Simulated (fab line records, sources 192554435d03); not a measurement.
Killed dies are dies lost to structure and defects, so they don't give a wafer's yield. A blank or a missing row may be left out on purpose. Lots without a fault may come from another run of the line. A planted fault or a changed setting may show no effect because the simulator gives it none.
fab line records | flow n5_finfet
record lots=7 wafers=21
route steps=1938 shown ZERO_LAYER@16 FIN_SAQP@94 FIN_CUT@176 SD_EPI_N@288 SD_EPI_P@296 SD_ACTIVATION@330 HKMG_FIN@395
start_h: hours from the record's first day to the start of the lot's first wafer shown | wait_h: hours since the lot's step before | " the same as in the row above | L1.1+2: a row that stands for several wafers | - no value, or no start given | * or withheld: withheld | < > ~ a bound
route shown NAME@n: a module of which the file shows steps, and the number in the route of the first | usual: mean/standard deviation of fault-free wafers | same: alike in all rows | chamber/n: place in a boat | sites: the reading at each site | _std_site: their standard deviation | _edge_site: outer sites' mean less inner sites' | radius_mm: how far each site lies from the wafer's centre | mask NAME#n: copy n | behind: the tool/chamber that last shaped the wafer | hold: why the lot was held/for how many hours/how that ended | device: the transistor (n, p or np) that didn't switch | end of line: the same wafers' tests at the end of the route | a step without rows: its recipe alone | killed: dies lost to structure and defects at the first sort, not the wafer's yield | map: a wafer's dies, x killed, . not, _ none there
set.NAME: the setting as run; set.NAME@STEP: as run at that earlier step | model.NAME: the simulator's own value behind a step, which no gauge read
lots whose settings were changed on purpose; a table a step, a row a wafer
## steps
# step N5_ZERO_LAYER_ETCH_18
# recipe chemistry=HBr/Cl2 target=Si target_depth_a=1200 time_s=40 pressure_mtorr=10 icp_w=800 bias_w=75 HBr_flow_sccm=150 Cl2_flow_sccm=80
# columns lot.wafer tool chamber start_h wait_h set.icp_w model.ZERO_LAYER.feature_depth_nm model.etch.depth_nm
L079.1 rie_si-01 2 42.91 0.0 721.3 114.1 114.1
L079.3 " 3 " " 721.3 110.6 110.6
L079.4 " 0 " " 800 117.8 117.8
L080.2 rie_si-01 3 48.91 0.0 744.6 111.8 111.8
L080.4 " 1 " " 800 117.6 117.6
L080.5 " 2 " " 800 120 120
L082.1 rie_si-04 3 60.94 0.0 800 122.1 122.1
L082.5 " 0 " " 800 123.3 123.3
L082.6 " 1 " " 800 121.7 121.7
L083.1 rie_si-04 1 66.94 0.0 942 130 130
L083.3 " 0 " " 942 133.8 133.8
L083.5 " 1 " " 800 121.9 121.9
L092.2 rie_si-01 1 120.79 0.0 800 117.5 117.5
L092.4 " 2 " " 800 119.8 119.8
L092.5 " 3 " " 673.6 106.5 106.5
L094.3 rie_si-03 1 132.81 0.0 800 115.8 115.8
L094.4 " 3 " " 656.5 109.2 109.2
L094.6 " 1 " " 800 116.7 116.7
L096.1 rie_si-01 1 145.14 0.0 800 118.9 118.9
L096.4 " 2 " " 800 121.9 121.9
L096.6 " 3 " " 800 118.5 118.5
# step N5_FIN_SAQP_ALD_61
# recipe material=SiO2 target_thk_a=40 temp_c=300 ald_precursor_family=BDEAS ald_co_reactant=O2-plasma pulse_time_s=1 purge_time_s=2 co_reactant_purge_time_s=2 ald_cycles=43 pressure_torr=2
# columns lot.wafer tool chamber start_h wait_h set.ald_cycles model.SiO2_of_FIN_SAQP_ALD_61.thk_nm
L079.1 ald_sin-04 2 51.22 0.6 39 3.64
L079.3 " 0 " " 43 3.981
L079.4 " 1 " " 39 3.61
L080.2 ald_sin-03 1 56.85 0.0 43 3.99
L080.4 " 0 " " 41 3.807
L080.5 " 3 " " 41 3.816
L082.1 ald_sin-04 1 68.97 0.0 43 4.004
L082.5 " 1 " " 43 3.994
L082.6 " 0 " " 43 3.955
L083.1 ald_sin-01 1 75.76 0.0 43 4.005
L083.3 " 0 " " 43 4.002
L083.5 " 1 " " 43 4.018
L092.2 ald_sin-04 0 128.53 0.0 43 3.981
L092.4 " 3 " " 43 3.999
L092.5 " 1 " " 43 4.01
L094.3 ald_sin-04 1 140.62 0.0 43 4.017
L094.4 " 2 " " 49 4.542
L094.6 " 0 " " 43 4.003
L096.1 ald_sin-04 0 153.68 0.0 43 4.029
L096.4 " 3 " " 43 4.041
L096.6 " 1 " " 43 4.014
# step N5_FIN_SAQP_PECVD_47
# recipe material=a-Si target_thk_a=450 temp_c=400 precursor=SiH4/He pressure_torr=3 rf_w=100 time_s=36.3
# columns lot.wafer tool chamber start_h wait_h set.time_s model.a-Si_of_FIN_SAQP_PECVD_47.thk_nm
L079.1 pecvd-04 2 51.80 0.0 41.18 50.39
L079.3 " 1 " " 36.3 44.37
L079.4 " 1 " " 36.3 45.11
L080.2 pecvd-03 2 57.39 0.0 32.01 39.29
L080.4 " 1 " " 32.01 39.84
L080.5 " 2 " " 36.3 45.67
L082.1 pecvd-04 0 69.51 0.0 37.96 45.85
L082.5 " 1 " " 37.96 46.73
L082.6 " 0 " " 36.3 44.01
L083.1 pecvd-01 0 76.30 0.0 31.79 39.11
L083.3 " 2 " " 36.3 45.22
L083.5 " 1 " " 31.79 39.33
L092.2 pecvd-04 0 129.10 0.0 36.3 43.9
L092.4 " 1 " " 36.3 45.8
L092.5 " 0 " " 36.3 44.76
L094.3 pecvd-01 1 141.17 0.0 36.3 44.58
L094.4 " 2 " " 36.3 46.44
L094.6 " 1 " " 36.3 45.58
L096.1 pecvd-01 1 154.22 0.0 36.3 44.16
L096.4 " 1 " " 36.3 44.74
L096.6 " 0 " " 36.3 44.67
# step N5_FIN_SAQP_ETCH_52
# recipe chemistry=N2/H2 target=SOC target_depth_a=1000 overetch_a=200 mask_material=SiARC temp_c=40 time_s=150 ion_energy_ev=200 pressure_mtorr=30 source_w=840 bias_w=150 n2_flow_sccm=200 h2_flow_sccm=200 ends=end_point
# usual rf_vpp_V=524.0/2.2
# columns lot.wafer tool chamber start_h wait_h set.source_w rf_vpp_V
L079.1 rie_diel-02 3 52.68 0.0 840 524.9
L079.3 " 2 " " 727.7 553.0
L079.4 " 0 " " 727.7 549.6
L080.2 rie_diel-02 3 58.24 0.0 840 523.9
L080.4 " 0 " " 840 526.1
L080.5 " 3 " " 712.9 553.9
L082.1 rie_diel-04 1 70.56 0.0 987.7 496.0
L082.5 " 0 " " 840 526.2
L082.6 " 3 " " 987.7 497.5
L083.1 rie_diel-02 3 77.14 0.0 840 521.8
L083.3 " 1 " " 840 523.0
L083.5 " 2 " " 840 526.5
L092.2 rie_diel-04 0 130.03 0.0 840 526.9
L092.4 " 2 " " 840 519.8
L092.5 " 1 " " 840 523.9
L094.3 rie_diel-03 0 142.39 0.0 960.2 501.4
L094.4 " 0 " " 960.2 502.2
L094.6 " 2 " " 840 521.7
L096.1 rie_diel-04 3 154.98 0.1 840 525.4
L096.4 " 3 " " 840 526.1
L096.6 " 3 " " 840 524.4
# step N5_FIN_SAQP_MANDREL_ETCH_22
# recipe target_depth_a=600 chemistry=HBr/Cl2 target=a-Si stop_on=SiNx bt_time_s=10 over_etch_frac=0.5 time_s=30 pressure_mtorr=10 icp_w=800 bias_w=75 HBr_flow_sccm=150 Cl2_flow_sccm=80 ends=end_point
# columns lot.wafer tool chamber start_h wait_h set.over_etch_frac
L079.1+3 rie_si-04 2,3 52.87 0.0 0.5
L079.4 " 1 " " 0.4799
L080.2+4+5 rie_si-03 3,3,1 58.43 0.0 0.5
L082.1 rie_si-04 2 70.76 0.0 0.5
L082.5+6 " 3,0 " " 0.4661
L083.1+3+5 rie_si-04 0,2,1 77.33 0.0 0.5
L092.2+4+5 rie_si-01 3,2,3 130.22 0.0 0.5
L094.3+4+6 rie_si-01 2,2,3 142.58 0.0 0.5
L096.1+4+6 rie_si-01 0,1,1 155.26 0.0 0.5
# step N5_FIN_SAQP_STRIP_55
# recipe chemistry=N2/H2 power_w=500 temp_c=40 pressure_mtorr=50 rf_frequency_hz=6e+07 overash_fraction=0.3 bias_power_w=28 h2_frac=0.5 n2_flow_sccm=300 h2_flow_sccm=300
# step N5_FIN_SAQP_STRIP_23
# recipe chemistry=SPM time_s=750 temp_c=130 h2so4_h2o2_vol_ratio=4
# step N5_FIN_SAQP_ETCH_57
# recipe chemistry=CH3F/O2 target=SiNx mask_material=SiO2 target_depth_a=325 time_s=46.4 pressure_mtorr=30 source_w=395 bias_w=73 Ar_flow_sccm=150 CH3F_flow_sccm=30 O2_flow_sccm=20 ion_energy_ev=120 ends=cleared
# step N5_FIN_SAQP_ETCH_65
# recipe chemistry=CF4 target=SiO2 target_depth_a=40 ion_energy_ev=350 time_s=4.4 pressure_mtorr=10 icp_w=800 bias_w=400 cf4_flow_sccm=80
# step N5_FIN_SAQP_MANDREL_ETCH_58
# recipe chemistry=HBr/Cl2 target=a-Si target_depth_a=450 bt_time_s=10 stop_on=SiNx mask_material=SiO2 over_etch_frac=0.8 time_s=27 pressure_mtorr=10 icp_w=800 bias_w=75 HBr_flow_sccm=150 Cl2_flow_sccm=80 ends=end_point
# usual oes_product_au=0.699/0.01
# columns lot.wafer tool chamber start_h wait_h set.time_s@FIN_SAQP_PECVD_47 oes_product_au model.etch.depth_nm
L079.1 rie_si-04 3 55.58 0.0 41.18 0.736 50.39
L079.3 " 0 " " 36.3 0.700 44.37
L079.4 " 1 " " 36.3 0.714 45.11
L080.2 rie_si-01 2 60.71 0.0 32.01 0.652 39.29
L080.4 " 1 " " 32.01 0.659 39.84
L080.5 " 0 " " 36.3 0.699 45.67
L082.1 rie_si-04 0 72.67 0.0 37.96 0.723 45.85
L082.5 " 3 " " 37.96 0.708 46.73
L082.6 " 2 " " 36.3 0.692 44.01
L083.1 rie_si-01 0 79.24 0.0 31.79 0.651 39.11
L083.3 " 1 " " 36.3 0.709 45.22
L083.5 " 2 " " 31.79 0.648 39.33
L092.2 rie_si-01 2 132.46 0.0 36.3 0.691 43.9
L092.4 " 3 " " 36.3 0.708 45.8
L092.5 " 1 " " 36.3 0.699 44.76
L094.3 rie_si-03 2 144.64 0.0 36.3 0.690 44.58
L094.4 " 1 " " 36.3 0.712 46.44
L094.6 " 2 " " 36.3 0.695 45.58
L096.1 rie_si-04 0 157.29 0.0 36.3 0.696 44.16
L096.4 " 1 " " 36.3 0.717 44.74
L096.6 " 2 " " 36.3 0.699 44.67
# step N5_FIN_CUT_CUT_ETCH_15
# recipe chemistry=HBr/Cl2/O2 target=Si target_depth_a=1000 bt_time_s=10 mask_material=SOC time_s=42.4 ion_energy_ev=* bias_w=* pressure_mtorr=10 icp_w=800 HBr_flow_sccm=150 Cl2_flow_sccm=80 O2_flow_sccm=12
# columns lot.wafer tool chamber start_h wait_h set.time_s model.FIN_CUT.feature_depth_nm model.etch.depth_nm model.SOC_of_FIN_CUT_COAT_18.thk_nm
L079.1 rie_si-05 0 58.74 0.1 42.4 98.8 98.84 170.2
L079.3 " 2 " " 51.78 125.4 125.4 160.2
L079.4 " 1 " " 42.4 102 102 170.4
L080.2 rie_si-06 1 63.78 0.1 39 91.6 91.52 172.8
L080.4 " 3 " " 39 91.4 91.47 172.4
L080.5 " 0 " " 42.4 102 102 168.4
L082.1 rie_si-05 3 75.94 0.1 47.67 111.8 111.8 166.2
L082.5 " 1 " " 42.4 102 102 169.8
L082.6 " 3 " " 47.67 112.2 112.1 165.6
L083.1 rie_si-05 0 83.98 0.1 42.4 100.2 100.1 169.8
L083.3 " 3 " " 42.4 100.2 100.1 170.6
L083.5 " 3 " " 48.54 114.4 114.3 164.8
L092.2 rie_si-05 3 136.14 0.1 48.49 116.6 116.6 164.6
L092.4 " 0 " " 48.49 115 115 165
L092.5 " 2 " " 48.49 117 117 164.2
L094.3 rie_si-06 1 148.27 0.0 50.12 117.2 117.3 164.8
L094.4 " 3 " " 50.12 119.2 119.3 163.6
L094.6 " 0 " " 42.4 102.6 102.6 168.8
L096.1 rie_si-05 1 160.71 0.1 42.4 100.8 100.8 170
L096.4 " 3 " " 42.4 101.4 101.5 170
L096.6 " 2 " " 42.4 102.6 102.5 169.4
# step N5_SD_EPI_N_EPI_21
# recipe material=Si:P dopant=P temp_c=680 pressure_torr=255 time_s=690
# columns lot.wafer tool chamber start_h wait_h set.temp_c model.Si-P_of_SD_EPI_N_EPI_21.thk_nm
L079.1 epi_rpcvd-03 0 85.75 0.2 675.3 53.4
L079.3 " 0 " " 680 58.8
L079.4 " 0 " " 675.3 54.4
L080.2 epi_rpcvd-04 0 88.88 0.5 680 59.4
L080.4 " 0 " " 684 64
L080.5 " 0 " " 680 59
L082.1 epi_rpcvd-04 0 98.82 0.2 683.4 61.6
L082.5 " 0 100.31 1.5 680 58.4
L082.6 " 0 " " 683.4 62.2
L083.1+3 epi_rpcvd-03 0 107.10 0.2 680 60.4
L083.5 " 0 108.59 1.5 680 59.6
L092.2 epi_rpcvd-03 0 164.68 0.4 680 58.4
L092.4 " 0 " " 675.7 54.6
L092.5 " 0 " " 680 59
L094.3 epi_rpcvd-01 0 171.92 0.9 684.8 64.8
L094.4 " 0 " " 680 59.6
L094.6 " 0 " " 684.8 63.6
L096.1 epi_rpcvd-01 0 185.79 0.2 680 57.8
L096.4 " 0 186.91 1.2 680 58
L096.6 " 0 " " 680 59
# step N5_SD_EPI_N_EPI_MEAS_23
# recipe mode=xrd
# usual thk_nm=59.2/1.1
# columns lot.wafer tool chamber start_h wait_h set.temp_c@SD_EPI_N_EPI_21 thk_nm
L079.1 film_metro-01 - 88.05 1.9 675.3 54.1
L079.3 " - " " 680 57.7
L079.4 " - " " 675.3 55.3
L080.2 film_metro-01 - 90.79 1.5 680 60.9
L080.4 " - " " 684 61.9
L080.5 " - " " 680 58.3
L082.1 film_metro-01 - 101.10 1.9 683.4 60.9
L082.5 " - " " 680 59.3
L082.6 " - " " 683.4 61.7
L083.1 film_metro-02 - 109.38 1.9 680 61.6
L083.3 " - " " 680 62.1
L083.5 " - " " 680 60.0
L092.2 film_metro-02 - 166.12 1.2 680 57.7
L092.4 " - " " 675.7 52.9
L092.5 " - " " 680 57.8
L094.3 film_metro-02 - 173.46 1.2 684.8 65.1
L094.4 " - " " 680 59.2
L094.6 " - " " 684.8 64.7
L096.1 film_metro-01 - 188.07 1.9 680 57.4
L096.4 " - " " 680 58.3
L096.6 " - " " 680 59.3
# step N5_SD_EPI_P_COAT_35
# recipe resist=SiARC temp_c=220 time_s=60 spin_rpm=1500 resist_thk_nm=35
# columns lot.wafer tool chamber start_h wait_h set.spin_rpm model.SiARC_of_SD_EPI_P_COAT_35.thk_nm
L079.1 litho_track-05 0 - - 1500 34.6
L079.3 " 0 " " 1500 34.8
L079.4 " 0 " " 1347 36.6
L080.2 litho_track-04 0 - - 1554 34.6
L080.4+5 " 0 " " 1500 35.2
L082.1+5+6 litho_track-04 0 - - 1429 36
L083.1+5 litho_track-04 0 - - 1500 35.2
L083.3 " 0 " " 1500 35
L092.2+4+5 litho_track-01 0 - - 1500 35
L094.3 litho_track-04 0 - - 1647 33.4
L094.4+6 " 0 " " 1500 35
L096.1+4+6 litho_track-01 0 - - 1500 35
# step N5_SD_EPI_P_COAT_03
# recipe resist=CAR-ArF-block spin_rpm=1500 resist_thk_nm=150
# step N5_SD_EPI_P_EBR_05
# recipe solvent=PGMEA ebr_width_mm=1.5
# step N5_SD_EPI_P_DESCUM_14
# recipe chemistry=O2 time_s=7.9 source_power_w=50 bias_power_w=20 pressure_mtorr=20 rf_frequency_hz=2.712e+07 temp_c=40 resist=CAR-ArF-block o2_flow_sccm=225
# step N5_SD_EPI_P_ETCH_36
# recipe chemistry=CF4 target=SiARC target_depth_a=455 mask_material=CAR-ArF-block time_s=75.8 ion_energy_ev=80 pressure_mtorr=40 source_w=545 bias_w=36 Ar_flow_sccm=100 cf4_flow_sccm=100 ends=cleared
# columns lot.wafer tool chamber start_h wait_h set.spin_rpm@SD_EPI_P_COAT_35 model.etch.depth_nm model.CAR-ArF-block_of_SD_EPI_P_COAT_03.thk_nm
L079.1 rie_diel-06 2 89.42 0.0 1500 34.7 111.2
L079.3 " 0 " " 1500 34.8 111.2
L079.4 " 1 " " 1347 36.66 109.2
L080.2 rie_diel-01 0 92.22 0.0 1554 34.52 111.2
L080.4 " 2 " " 1500 35.19 110.6
L080.5 " 2 " " 1500 35.26 110.2
L082.1 rie_diel-01 3 102.05 0.0 1429 35.92 110
L082.5 " 0 " " 1429 36 110.4
L082.6 " 1 " " 1429 35.95 110.4
L083.1 rie_diel-06 2 110.37 0.0 1500 35.12 111.4
L083.3 " 0 " " 1500 35.07 111.6
L083.5 " 3 " " 1500 35.1 111.6
L092.2 rie_diel-06 2 167.26 0.0 1500 35.04 110.6
L092.4 " 0 " " 1500 35.02 111
L092.5 " 2 " " 1500 35 110.4
L094.3 rie_diel-05 2 174.86 0.0 1647 33.33 111.8
L094.4 " 3 " " 1500 34.94 110.2
L094.6 " 1 " " 1500 34.92 110.2
L096.1+6 rie_diel-01 1,2 189.30 0.0 1500 35.01 110.4
L096.4 " 3 " " 1500 35.06 110.4
# step N5_SD_EPI_P_ETCH_37
# recipe chemistry=N2/H2 target=SOC overetch_a=1080 mask_material=SiARC temp_c=40 ion_energy_ev=100 source_w=3000 bias_w=133 pressure_mtorr=20 time_s=486 n2_flow_sccm=200 h2_flow_sccm=200 ends=end_point
# step N5_SD_EPI_P_STRIP_38
# recipe chemistry=N2/H2 temp_c=40 n2_flow_sccm=200 h2_flow_sccm=200 rf_frequency_hz=6e+07
# step N5_SD_EPI_P_EPI_21
# recipe material=SiGe:B dopant=B temp_c=550 pressure_torr=20 ambient=H2 time_s=355
# step N5_SD_EPI_P_HM_STRIP_48
# recipe chemistry=H3PO4 temp_c=160 material=SiNx target=SiNx target_depth_a=30 overetch_fraction=0.3
# columns lot.wafer tool chamber start_h wait_h set.temp_c@SD_EPI_N_EPI_21 model.Si-P_of_SD_EPI_N_EPI_21.thk_nm
L079.1 wet_bench-01 7 93.82 0.0 675.3 52.8
L079.3 " 6 " " 680 58.2
L079.4 " 4 " " 675.3 53.8
L080.2 wet_bench-01 5 96.61 0.0 680 58.8
L080.4 " 6 " " 684 63.4
L080.5 " 7 " " 680 58.4
L082.1 wet_bench-02 4 106.43 0.0 683.4 60.8
L082.5 " 3 " " 680 57.8
L082.6 " 2 " " 683.4 61.6
L083.1 wet_bench-05 4 114.78 0.0 680 59.8
L083.3 " 1 " " 680 59.6
L083.5 " 5 " " 680 59
L092.2 wet_bench-01 3 170.81 0.0 680 57.6
L092.4 " 2 " " 675.7 54
L092.5 " 1 " " 680 58.2
L094.3 wet_bench-02 7 179.24 0.0 684.8 64.2
L094.4 " 4 " " 680 58.8
L094.6 " 0 " " 684.8 62.8
L096.1 wet_bench-02 0 193.70 0.0 680 57.2
L096.4 " 4 " " 680 57.4
L096.6 " 2 " " 680 58.2
# step N5_SD_EPI_P_SRD_49
# recipe dry=ipa_marangoni time_s=30 temp_c=23 rinse_liquid=diw
# step N5_SD_EPI_P_PRECLEAN_24
# recipe chemistry=O3/DIW time_s=45 temp_c=22 o3_ppm=10
# step N5_SD_ACTIVATION_RTA_00
# recipe temp_c=975 time_s=0 ambient=N2 idle_temp_c=600 ramp_up_c_per_s=150 ramp_down_c_per_s=60 cool_to_c=600
# step N5_SD_ACTIVATION_LSA_01
# recipe temp_c=1080 time_s=0.0008 ambient=N2
# step N5_SD_ACTIVATION_RS_MEAS_03
# recipe thk_meas_gauge=four-point-probe
# usual RS_SD_N=21.91/0.25 RS_SD_P=56.0/1
# columns lot.wafer tool chamber start_h wait_h set.temp_c@SD_EPI_N_EPI_21 RS_SD_N[ohm/sq] RS_SD_P[ohm/sq]
L079.1 film_metro-01 - 94.41 0.2 675.3 23.75 55.0
L079.3 " - " " 680 21.68 55.1
L079.4 " - " " 675.3 23.57 54.4
L080.2 film_metro-01 - 97.20 0.2 680 22.09 56.8
L080.4 " - " " 684 20.63 56.9
L080.5 " - " " 680 22.16 57.0
L082.1 film_metro-02 - 107.01 0.2 683.4 21.14 57.3
L082.5 " - " " 680 22.18 56.3
L082.6 " - " " 683.4 20.77 57.0
L083.1 film_metro-02 - 115.36 0.2 680 21.46 57.9
L083.3 " - " " 680 21.33 57.5
L083.5 " - " " 680 21.67 57.5
L092.2 film_metro-01 - 171.40 0.2 680 22.20 55.9
L092.4 " - " " 675.7 23.61 55.2
L092.5 " - " " 680 21.90 56.6
L094.3 film_metro-01 - 179.85 0.2 684.8 20.17 54.7
L094.4 " - " " 680 21.76 54.7
L094.6 " - " " 684.8 20.48 54.6
L096.1 film_metro-01 - 194.27 0.2 680 22.52 54.4
L096.4 " - " " 680 22.46 53.9
L096.6 " - " " 680 22.08 54.8
# step N5_HKMG_FIN_EXPOSE_46
# recipe mask_id=NDIPOLE na=1.35 source_shape=conventional sigma_outer=0.8 polarization=unpolarized dose_mj=40
# columns lot.wafer tool chamber start_h wait_h mask set.dose_mj
L079.1+3 arfi_scanner-02 0 107.64 - NDIPOLE#0 40
L079.4 " 0 " " NDIPOLE#0 38.56
L080.2+4+5 arfi_scanner-02 0 109.95 - NDIPOLE#0 40
L082.1 arfi_scanner-02 0 119.56 - NDIPOLE#0 37.14
L082.5+6 " 0 " " NDIPOLE#0 40
L083.1+5 arfi_scanner-03 0 128.42 - NDIPOLE#0 40.96
L083.3 " 0 " " NDIPOLE#0 40
L092.2+4 arfi_scanner-03 0 184.75 - NDIPOLE#0 40
L092.5 " 0 " " NDIPOLE#0 42.45
L094.3 arfi_scanner-03 0 192.81 - NDIPOLE#0 42.93
L094.4+6 " 0 " " NDIPOLE#0 40
L096.1+4+6 arfi_scanner-02 0 207.58 - NDIPOLE#0 40
## key
split step=N5_ZERO_LAYER_ETCH_18 setting=icp_w stated=800 by=wafer
response step=N5_ZERO_LAYER_ETCH_18 reading=model.ZERO_LAYER.feature_depth_nm change=+0.579 per=1% r=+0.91
response step=N5_ZERO_LAYER_ETCH_18 reading=model.etch.depth_nm change=+0.579 per=1% r=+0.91
split step=N5_FIN_SAQP_ALD_61 setting=ald_cycles stated=43 by=wafer
response step=N5_FIN_SAQP_ALD_61 reading=model.SiO2_of_FIN_SAQP_ALD_61.thk_nm change=+0.0382 per=1% r=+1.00
split step=N5_FIN_SAQP_PECVD_47 setting=time_s stated=36.3 by=wafer
response step=N5_FIN_SAQP_PECVD_47 reading=model.a-Si_of_FIN_SAQP_PECVD_47.thk_nm change=+0.47 per=1% r=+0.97
response step=N5_FIN_SAQP_MANDREL_ETCH_58 reading=oes_product_au change=+0.00356 per=1% r=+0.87
response step=N5_FIN_SAQP_MANDREL_ETCH_58 reading=model.etch.depth_nm change=+0.47 per=1% r=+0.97
split step=N5_FIN_SAQP_ETCH_52 setting=source_w stated=840 by=wafer
response step=N5_FIN_SAQP_ETCH_52 reading=rf_vpp_V change=-1.73 per=1% r=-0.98
split step=N5_FIN_SAQP_MANDREL_ETCH_22 setting=over_etch_frac stated=0.5 by=wafer
response none clear
split step=N5_FIN_CUT_CUT_ETCH_15 setting=time_s stated=42.4 by=wafer
response step=N5_FIN_CUT_CUT_ETCH_15 reading=model.FIN_CUT.feature_depth_nm change=+1 per=1% r=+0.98
response step=N5_FIN_CUT_CUT_ETCH_15 reading=model.etch.depth_nm change=+1 per=1% r=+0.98
response step=N5_FIN_CUT_CUT_ETCH_15 reading=model.SOC_of_FIN_CUT_COAT_18.thk_nm change=-0.374 per=1% r=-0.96
split step=N5_SD_EPI_N_EPI_21 setting=temp_c stated=680 by=wafer
response step=N5_SD_EPI_N_EPI_21 reading=model.Si-P_of_SD_EPI_N_EPI_21.thk_nm change=+7 per=1% r=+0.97
response step=N5_SD_EPI_N_EPI_MEAS_23 reading=thk_nm change=* per=1% r=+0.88
response step=N5_SD_EPI_P_HM_STRIP_48 reading=model.Si-P_of_SD_EPI_N_EPI_21.thk_nm change=+6.94 per=1% r=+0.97
response step=N5_SD_ACTIVATION_RS_MEAS_03 reading=RS_SD_N change=-2.46 per=1% r=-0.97
split step=N5_SD_EPI_P_COAT_35 setting=spin_rpm stated=1500 by=wafer
response step=N5_SD_EPI_P_COAT_35 reading=model.SiARC_of_SD_EPI_P_COAT_35.thk_nm change=-0.175 per=1% r=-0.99
response step=N5_SD_EPI_P_ETCH_36 reading=model.etch.depth_nm change=-0.177 per=1% r=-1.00
response step=N5_SD_EPI_P_ETCH_36 reading=model.CAR-ArF-block_of_SD_EPI_P_COAT_03.thk_nm change=+0.183 per=1% r=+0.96
split step=N5_HKMG_FIN_EXPOSE_46 setting=dose_mj stated=40 by=wafer
response none in this file
